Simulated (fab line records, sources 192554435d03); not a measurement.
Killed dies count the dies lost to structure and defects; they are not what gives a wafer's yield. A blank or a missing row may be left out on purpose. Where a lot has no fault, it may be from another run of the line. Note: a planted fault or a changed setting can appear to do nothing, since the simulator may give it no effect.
The tool behind it: which one?	flow n5-finfet	23 lots, 69 wafers sampled, at 6 steps of a route of 1938

WHAT THE GAUGES SHOWED, per wafer
Not one reading of a measure or inspect step in the record can be checked against a usual standard deviation.

WHAT TOOL EACH LOT RAN ON (gives the tool, then ch and the chambers of the sampled wafers, and finally the start)
lot	N5_BEOL_M15_STRIP_64	N5_BEOL_M15_STRIP_62	N5_BEOL_M15_SPUTTER_43	N5_BEOL_M15_CMP_49	N5_MIM_TOP_ALD_01	N5_MIM_TOP_ETCH_STRIP_01
L074	rie-diel-01 ch 1,2,3, day 11 13:52 or earlier	rie-diel-03 ch 0,2,3, day 11 13:52 or earlier	pvd-sputter-03, day 11 13:52	cmp-04 ch 0,1,3, day 11 14:41	ald-hk-02 ch 0,1,2, day 11 22:19 or earlier	rie-diel-06 ch 1,2,3, day 11 22:19
L077	rie-diel-06 ch 0,1,3, day 12 02:43 or earlier	rie-diel-06 ch 2,3, day 12 02:43 or earlier	pvd-sputter-01, day 12 02:43	cmp-03 ch 0,2, day 12 03:59	ald-hk-02 ch 0,3, day 12 08:15 or earlier	rie-diel-03 ch 0,1,3, day 12 08:15
L076	rie-diel-06 ch 0,2,3, day 11 23:01 or earlier	rie-diel-01 ch 0,2, day 11 23:01 or earlier	pvd-sputter-02, day 11 23:01	cmp-04 ch 1,2,3, day 11 23:54	ald-hk-03 ch 0,1, day 12 06:46 or earlier	rie-diel-03 ch 0,2, day 12 06:46
L075	rie-diel-06 ch 0,1,3, day 12 10:34 or earlier	rie-diel-03 ch 0,1,3, day 12 10:34 or earlier	pvd-sputter-03, day 12 10:34	cmp-03 ch 1,2, day 12 11:23	ald-hk-03 ch 0,1, day 12 14:57 or earlier	rie-diel-06 ch 0,1, day 12 14:57
L078	rie-diel-03 ch 0,3, day 12 13:43 or earlier	rie-diel-06 ch 0,2,3, day 12 13:43 or earlier	pvd-sputter-01, day 12 13:43	cmp-04 ch 0,1,3, day 12 14:34	ald-hk-01 ch 0,1, day 12 19:18 or earlier	rie-diel-06 ch 0,1, day 12 19:18
L079	rie-diel-03 ch 0,2,3, day 12 14:20 or earlier	rie-diel-03 ch 0,1, day 12 14:20 or earlier	pvd-sputter-01, day 12 14:20	cmp-03 ch 0,1,3, day 12 15:11	ald-hk-02 ch 1,2, day 12 19:38 or earlier	rie-diel-06 ch 1,2, day 12 19:38
L080	rie-diel-03 ch 1,2,3, day 13 00:18 or earlier	rie-diel-06 ch 1,3, day 13 00:18 or earlier	pvd-sputter-02, day 13 00:18	cmp-04 ch 1,2, day 13 01:09	ald-hk-01 ch 0,3, day 13 07:02 or earlier	rie-diel-01 ch 0,1,3, day 13 07:02
L081	rie-diel-03 ch 0,2,3, day 13 01:25 or earlier	rie-diel-06 ch 0,2,3, day 13 01:25 or earlier	pvd-sputter-03, day 13 01:25	cmp-03 ch 0,1, day 13 02:14	ald-hk-03 ch 1,2, day 13 08:19 or earlier	rie-diel-06 ch 0,1, day 13 08:19
L082	rie-diel-06 ch 0,1,2, day 13 06:59 or earlier	rie-diel-01 ch 0,3, day 13 06:59 or earlier	pvd-sputter-03, day 13 06:59	cmp-02 ch 1,3, day 13 07:52	ald-hk-02 ch 2,3, day 13 12:52 or earlier	rie-diel-03 ch 0,2, day 13 12:52
L083	rie-diel-03 ch 0,1,3, day 13 15:28 or earlier	rie-diel-06 ch 0,2, day 13 15:28 or earlier	pvd-sputter-03, day 13 15:28	cmp-02 ch 0,2,3, day 13 16:26	ald-hk-03 ch 0,1,2, day 13 21:11 or earlier	rie-diel-03 ch 1,3, day 13 21:11
L085	rie-diel-03 ch 0,2, day 14 01:02 or earlier	rie-diel-03 ch 1,2, day 14 01:02 or earlier	pvd-sputter-03, day 14 01:02	cmp-02 ch 1,2,3, day 14 02:42	ald-hk-01 ch 0,3, day 14 07:11 or earlier	rie-diel-03 ch 0,1,2, day 14 07:11
L088	rie-diel-06 ch 0,1,3, day 14 18:40 or earlier	rie-diel-06 ch 0,1,2, day 14 18:40 or earlier	pvd-sputter-01, day 14 18:40	cmp-02 ch 2,3, day 14 19:29	ald-hk-02 ch 1,2, day 15 00:31 or earlier	rie-diel-03 ch 1,2, day 15 00:31
L086	rie-diel-06 ch 1,2,3, day 15 01:52 or earlier	rie-diel-06 ch 0,1,3, day 15 01:52 or earlier	pvd-sputter-01, day 15 01:52	cmp-04 ch 0,2,3, day 15 02:43	ald-hk-02 ch 1,2,3, day 15 08:26 or earlier	rie-diel-01 ch 0,2,3, day 15 08:26
L084	rie-diel-03 ch 2,3, day 15 02:25 or earlier	rie-diel-01 ch 0,1,2, day 15 02:25 or earlier	pvd-sputter-03, day 15 02:25	cmp-02 ch 1,2, day 15 03:19	ald-hk-03 ch 0,1,2, day 15 10:12 or earlier	rie-diel-03 ch 0,3, day 15 10:12
L090	rie-diel-03 ch 0,2,3, day 15 02:30 or earlier	rie-diel-06 ch 0,2,3, day 15 02:30 or earlier	pvd-sputter-01, day 15 02:30	cmp-04 ch 0,2,3, day 15 03:23	ald-hk-01 ch 0,1,2, day 15 10:23 or earlier	rie-diel-01 ch 0,1,3, day 15 10:23
L089	rie-diel-01 ch 0,1, day 15 03:04 or earlier	rie-diel-03 ch 0,1,3, day 15 03:04 or earlier	pvd-sputter-02, day 15 03:04	cmp-03 ch 0,1,2, day 15 04:04	ald-hk-02 ch 1,2,3, day 15 13:49 or earlier	rie-diel-03 ch 0,1,2, day 15 13:49
L091	rie-diel-06 ch 0,1,2, day 15 22:43 or earlier	rie-diel-03 ch 0,1,2, day 15 22:43 or earlier	pvd-sputter-02, day 15 22:43	cmp-03 ch 0,1,3, day 15 23:34	ald-hk-03 ch 0,1,2, day 16 04:09 or earlier	rie-diel-01 ch 0,2,3, day 16 04:09
L092	rie-diel-06 ch 0,2,3, day 16 12:45 or earlier	rie-diel-06 ch 0,1, day 16 12:45 or earlier	pvd-sputter-03, day 16 12:45	cmp-04 ch 2,3, day 16 13:37	ald-hk-02 ch 1,2, day 16 17:17 or earlier	rie-diel-03 ch 0,1,3, day 16 17:17
L093	rie-diel-06 ch 0,1,2, day 16 14:24 or earlier	rie-diel-01 ch 0,2,3, day 16 14:24 or earlier	pvd-sputter-02, day 16 14:24	cmp-02 ch 0,1,3, day 16 15:15	ald-hk-03 ch 0,1,2, day 16 20:44 or earlier	rie-diel-01 ch 0,2,3, day 16 20:44
L094	rie-diel-06 ch 0,2,3, day 16 16:11 or earlier	rie-diel-01 ch 0,2,3, day 16 16:11 or earlier	pvd-sputter-01, day 16 16:11	cmp-02 ch 0,1,3, day 16 17:05	ald-hk-03 ch 1,2, day 16 22:06 or earlier	rie-diel-06 ch 0,3, day 16 22:06
L096	rie-diel-03 ch 0,2,3, day 16 20:13 or earlier	rie-diel-06 ch 0,1,2, day 16 20:13 or earlier	pvd-sputter-03, day 16 20:13	cmp-03 ch 0,1,3, day 16 21:04	ald-hk-03 ch 0,1,2, day 17 01:52 or earlier	rie-diel-06 ch 1,2,3, day 17 01:52
L095	rie-diel-06 ch 0,1,3, day 16 20:58 or earlier	rie-diel-06 ch 0,1,3, day 16 20:58 or earlier	pvd-sputter-03, day 16 20:58	cmp-02 ch 0,1, day 16 22:15	ald-hk-01 ch 2,3, day 17 02:45 or earlier	rie-diel-06 ch 0,2,3, day 17 02:45
L097	rie-diel-01 ch 1,2,3, day 17 22:28 or earlier	rie-diel-01 ch 1,2,3, day 17 22:28 or earlier	pvd-sputter-03, day 17 22:28	cmp-02 ch 0,1,2, day 17 23:34	ald-hk-02 ch 0,1,2, day 18 04:40 or earlier	rie-diel-06 ch 1,2, day 18 04:40
- N5_BEOL_M15_STRIP_64: strips in O2.
- N5_BEOL_M15_STRIP_62: strips in O2.
- N5_BEOL_M15_SPUTTER_43: material TaN, target thk 15 nm, time 24.19 s.
- N5_BEOL_M15_CMP_49: polishes, stops on SiO2, t overpolish 4.9 s, target thk 850 nm.
- N5_MIM_TOP_ALD_01: deposits HfO2, target thk 5.6 nm, pulse time 1 s, purge time 3 s.
- N5_MIM_TOP_ETCH_STRIP_01: strips in O2.

AS READ BY THE TOOLS THEMSELVES (means over the sampled wafers that have a number; for cases with no such wafer, the mark the record gives instead)
N5_BEOL_M15_STRIP_64. Usual: drypump-motor-current-A 5.6 A, standard deviation 0.34; oes-product-au 0.81 a.u., standard deviation 0.075; rf-vpp-V 3.7 V, standard deviation 0.47; showerhead-plenum-p-Torr 2.11 Torr, standard deviation 0.08; temp-c 60.00 C, standard deviation 0.12; throttle-valve-pct 16.50 %, standard deviation 0.24.
lot	tool	drypump-motor-current-A (A)	oes-product-au (a.u.)	rf-vpp-V (V)	showerhead-plenum-p-Torr (Torr)	temp-c (C)	throttle-valve-pct (%)	flag
L074	rie-diel-01	6.1	0.74	4.3	2.03	60.09	16.65	
L077	rie-diel-06	5.7	0.84	3.7	2.12	60.02	16.46	
L076	rie-diel-06	5.4	0.79	3.8	2.10	60.10	16.77	
L075	rie-diel-06	5.7	0.84	3.8	2.12	59.95	16.49	
L078	rie-diel-03	5.4	0.85	3.6	2.19	59.92	16.45	
L079	rie-diel-03	5.4	0.83	3.7	2.11	60.05	16.43	
L080	rie-diel-03	5.7	0.81	3.6	2.10	59.94	16.40	
L081	rie-diel-03	5.4	0.82	3.8	2.11	60.01	16.44	
L082	rie-diel-06	5.6	0.79	4.1	2.06	60.05	16.58	
L083	rie-diel-03	5.7	0.83	4.0	2.18	60.04	16.43	
L085	rie-diel-03	5.2	0.77	3.3	2.14	59.91	16.36	
L088	rie-diel-06	5.7	0.81	3.7	2.11	60.15	16.53	
L086	rie-diel-06	5.5	0.84	3.9	2.12	60.11	16.46	
L084	rie-diel-03	5.7	0.83	3.9	2.08	59.97	16.56	
L090	rie-diel-03	5.4	0.80	3.3	2.11	59.97	16.46	
L089	rie-diel-01	5.4	0.68	4.1	2.12	59.90	16.70	
L091	rie-diel-06	5.6	0.86	3.6	2.05	60.00	16.47	
L092	rie-diel-06	5.4	0.85	4.0	2.08	59.94	16.67	
L093	rie-diel-06	5.6	0.86	3.9	2.05	60.04	16.48	
L094	rie-diel-06	5.4	0.84	3.5	2.08	60.08	16.68	
L096	rie-diel-03	5.5	0.79	3.7	2.10	60.15	16.48	
L095	rie-diel-06	5.7	0.79	3.6	2.10	59.92	16.56	
L097	rie-diel-01	6.1	0.89	4.4	2.11	59.95	16.43	

N5_BEOL_M15_STRIP_62. Usual: drypump-motor-current-A 5.6 A, standard deviation 0.37; oes-product-au 0.80 a.u., standard deviation 0.081; rf-vpp-V 3.6 V, standard deviation 0.51; showerhead-plenum-p-Torr 2.11 Torr, standard deviation 0.081; temp-c 60.00 C, standard deviation 0.11; throttle-valve-pct 16.52 %, standard deviation 0.23.
lot	tool	drypump-motor-current-A (A)	oes-product-au (a.u.)	rf-vpp-V (V)	showerhead-plenum-p-Torr (Torr)	temp-c (C)	throttle-valve-pct (%)	flag
L074	rie-diel-03	5.4	0.85	4.0	2.12	60.00	16.42	
L077	rie-diel-06	5.3	0.77	3.7	2.16	60.13	16.77	
L076	rie-diel-01	5.5	0.70	3.8	2.10	59.98	16.80	
L075	rie-diel-03	5.7	0.84	3.1	2.18	60.01	16.41	
L078	rie-diel-06	5.4	0.78	3.6	2.09	60.01	16.78	
L079	rie-diel-03	5.7	0.78	3.4	2.20	59.96	16.29	
L080	rie-diel-06	5.5	0.81	3.2	2.17	60.01	16.49	
L081	rie-diel-06	5.4	0.78	3.8	2.09	60.02	16.78	
L082	rie-diel-01	5.5	0.73	4.1	2.10	59.95	16.62	
L083	rie-diel-06	5.4	0.74	3.2	2.04	60.01	16.88	
L085	rie-diel-03	5.7	0.75	3.2	2.12	60.09	16.28	
L088	rie-diel-06	5.7	0.87	3.6	2.06	59.98	16.45	
L086	rie-diel-06	5.7	0.81	3.6	2.11	59.98	16.53	
L084	rie-diel-01	5.7	0.77	3.9	2.15	59.88	16.63	
L090	rie-diel-06	5.4	0.86	4.0	2.09	60.05	16.66	
L089	rie-diel-03	5.7	0.81	3.4	2.18	60.01	16.45	
L091	rie-diel-03	5.5	0.75	3.5	2.12	60.04	16.34	
L092	rie-diel-06	5.8	0.81	3.6	2.07	60.02	16.35	
L093	rie-diel-01	5.8	0.81	3.9	2.13	60.01	16.59	
L094	rie-diel-01	5.8	0.80	3.6	2.13	60.09	16.60	
L096	rie-diel-06	5.6	0.84	3.2	2.05	59.83	16.47	
L095	rie-diel-06	5.7	0.79	3.9	2.10	59.96	16.56	
L097	rie-diel-01	6.0	0.90	3.9	2.11	60.02	16.42	

N5_BEOL_M15_SPUTTER_43. Usual: throttle-valve-pct reads 29.7 % (standard deviation 1.1).
lot	tool	throttle-valve-pct (%)	flag
L074	pvd-sputter-03	30.2	
L077	pvd-sputter-01	29.1	
L076	pvd-sputter-02	29.0	
L075	pvd-sputter-03	29.0	
L078	pvd-sputter-01	29.3	
L079	pvd-sputter-01	30.0	
L080	pvd-sputter-02	29.2	
L081	pvd-sputter-03	30.2	
L082	pvd-sputter-03	30.1	
L083	pvd-sputter-03	29.5	
L085	pvd-sputter-03	30.7	
L088	pvd-sputter-01	30.2	
L086	pvd-sputter-01	29.9	
L084	pvd-sputter-03	29.0	
L090	pvd-sputter-01	30.2	
L089	pvd-sputter-02	30.2	
L091	pvd-sputter-02	29.7	
L092	pvd-sputter-03	28.7	
L093	pvd-sputter-02	29.7	
L094	pvd-sputter-01	30.2	
L096	pvd-sputter-03	29.5	
L095	pvd-sputter-03	30.1	
L097	pvd-sputter-03	29.6	

N5_BEOL_M15_CMP_49. Usual: barrier-field-endpoint-s 11.39 s, standard deviation 0.29; motor-current-A 8.2 A, standard deviation 0.91; overpolish-run-s 4.901 s, standard deviation 0.008; slurry-flow-ml-min 150.0, standard deviation 0.45.
lot	tool	barrier-field-endpoint-s (s)	motor-current-A (A)	overpolish-run-s (s)	slurry-flow-ml-min	flag
L074	cmp-04	11.66	7.7	4.892	150.0	
L077	cmp-03	11.98	8.4	4.904	149.8	
L076	cmp-04	11.71	7.6	4.902	150.0	
L075	cmp-03	11.55	9.1	4.898	150.3	
L078	cmp-04	11.52	7.5	4.898	150.0	
L079	cmp-03	11.42	8.3	4.904	150.2	
L080	cmp-04	11.88	8.1	4.896	149.6	
L081	cmp-03	11.28	7.8	4.911	150.0	
L082	cmp-02	10.91	8.9	4.904	149.9	
L083	cmp-02	11.59	8.4	4.906	149.7	
L085	cmp-02	11.16	8.3	4.894	149.9	
L088	cmp-02	11.67	9.1	4.902	149.4	
L086	cmp-04	11.53	7.1	4.897	149.9	
L084	cmp-02	11.15	8.0	4.898	150.3	
L090	cmp-04	11.44	7.2	4.900	150.0	
L089	cmp-03	11.39	8.6	4.904	149.8	
L091	cmp-03	11.30	8.4	4.894	150.1	
L092	cmp-04	11.26	7.1	4.899	150.0	
L093	cmp-02	10.94	8.4	4.900	150.0	
L094	cmp-02	11.32	8.2	4.896	150.5	
L096	cmp-03	11.17	8.8	4.901	149.9	
L095	cmp-02	11.42	7.7	4.899	150.0	
L097	cmp-02	11.13	8.3	4.902	149.6	

N5_MIM_TOP_ALD_01. Usual: precursor-pulse-height-rel reads 1.000 (standard deviation 0.021).
lot	tool	precursor-pulse-height-rel	flag
L074	ald-hk-02	1.003	
L077	ald-hk-02	0.998	
L076	ald-hk-03	1.008	
L075	ald-hk-03	1.004	
L078	ald-hk-01	0.984	
L079	ald-hk-02	0.993	
L080	ald-hk-01	1.007	
L081	ald-hk-03	1.010	
L082	ald-hk-02	0.986	
L083	ald-hk-03	0.995	
L085	ald-hk-01	0.993	
L088	ald-hk-02	1.011	
L086	ald-hk-02	0.975	
L084	ald-hk-03	1.017	
L090	ald-hk-01	1.017	
L089	ald-hk-02	1.001	
L091	ald-hk-03	0.991	
L092	ald-hk-02	1.018	
L093	ald-hk-03	0.996	
L094	ald-hk-03	1.017	
L096	ald-hk-03	1.003	
L095	ald-hk-01	0.995	
L097	ald-hk-02	0.994	

N5_MIM_TOP_ETCH_STRIP_01. Usual: drypump-motor-current-A 5.6 A, standard deviation 0.36; oes-product-au 0.80 a.u., standard deviation 0.077; rf-vpp-V 3.4 V, standard deviation 1.2; showerhead-plenum-p-Torr 2.11 Torr, standard deviation 0.083; temp-c 59.98 C, standard deviation 0.11; throttle-valve-pct 16.51 %, standard deviation 0.23.
lot	tool	drypump-motor-current-A (A)	oes-product-au (a.u.)	rf-vpp-V (V)	showerhead-plenum-p-Torr (Torr)	temp-c (C)	throttle-valve-pct (%)	flag
L074	rie-diel-06	5.5	0.79	3.8	2.12	59.93	16.57	
L077	rie-diel-03	5.7	0.84	2.9	2.18	60.03	16.39	
L076	rie-diel-03	5.2	0.76	3.0	2.06	59.89	16.30	
L075	rie-diel-06	5.8	0.85	5.1	2.06	60.01	16.49	
L078	rie-diel-06	5.8	0.86	3.1	2.05	59.87	16.48	
L079	rie-diel-06	5.4	0.74	3.8	2.07	60.00	16.68	
L080	rie-diel-01	5.8	0.73	2.4	2.08	59.94	16.57	
L081	rie-diel-06	5.8	0.84	2.7	2.05	59.94	16.51	
L082	rie-diel-03	5.3	0.79	4.3	2.14	60.00	16.34	
L083	rie-diel-03	5.9	0.87	2.2	2.16	60.09	16.51	
L085	rie-diel-03	5.5	0.76	3.8	2.13	60.00	16.33	
L088	rie-diel-03	5.5	0.73	3.2	2.04	59.98	16.30	
L086	rie-diel-01	5.8	0.82	4.0	2.14	59.88	16.58	
L084	rie-diel-03	5.7	0.85	3.8	2.16	60.02	16.55	
L090	rie-diel-01	5.8	0.72	4.0	2.07	60.03	16.60	
L089	rie-diel-03	5.5	0.76	4.1	2.12	60.06	16.33	
L091	rie-diel-01	5.8	0.80	2.4	2.14	60.00	16.61	
L092	rie-diel-03	5.7	0.80	3.8	2.17	59.95	16.44	
L093	rie-diel-01	5.8	0.79	3.1	2.13	60.04	16.60	
L094	rie-diel-06	5.4	0.78	3.4	2.13	60.13	16.73	
L096	rie-diel-06	5.5	0.81	3.3	2.11	59.97	16.51	
L095	rie-diel-06	5.4	0.83	5.2	2.08	60.03	16.68	
L097	rie-diel-06	5.7	0.84	2.7	2.07	59.99	16.32	

THE ANSWER, worked out from the rows above alone
Rule: lot off if the mean of its wafers having a number is beyond 3 standard deviations from the usual mean. A lot without any number at a reading at which 4 lots or more have one is off too. Where the step has rows for the other lots, those lots are counted as sound. First the gauges in route order, then the tools' own readings, where a lot's mean is used as printed above. The first step at which some lot is off is used, and at that step the reading that is off furthest; a lot without a number counts as furthest.
No lot is off at any reading shown: from this, nothing can be told.

WHAT THE SIMULATOR HAD PUT IN
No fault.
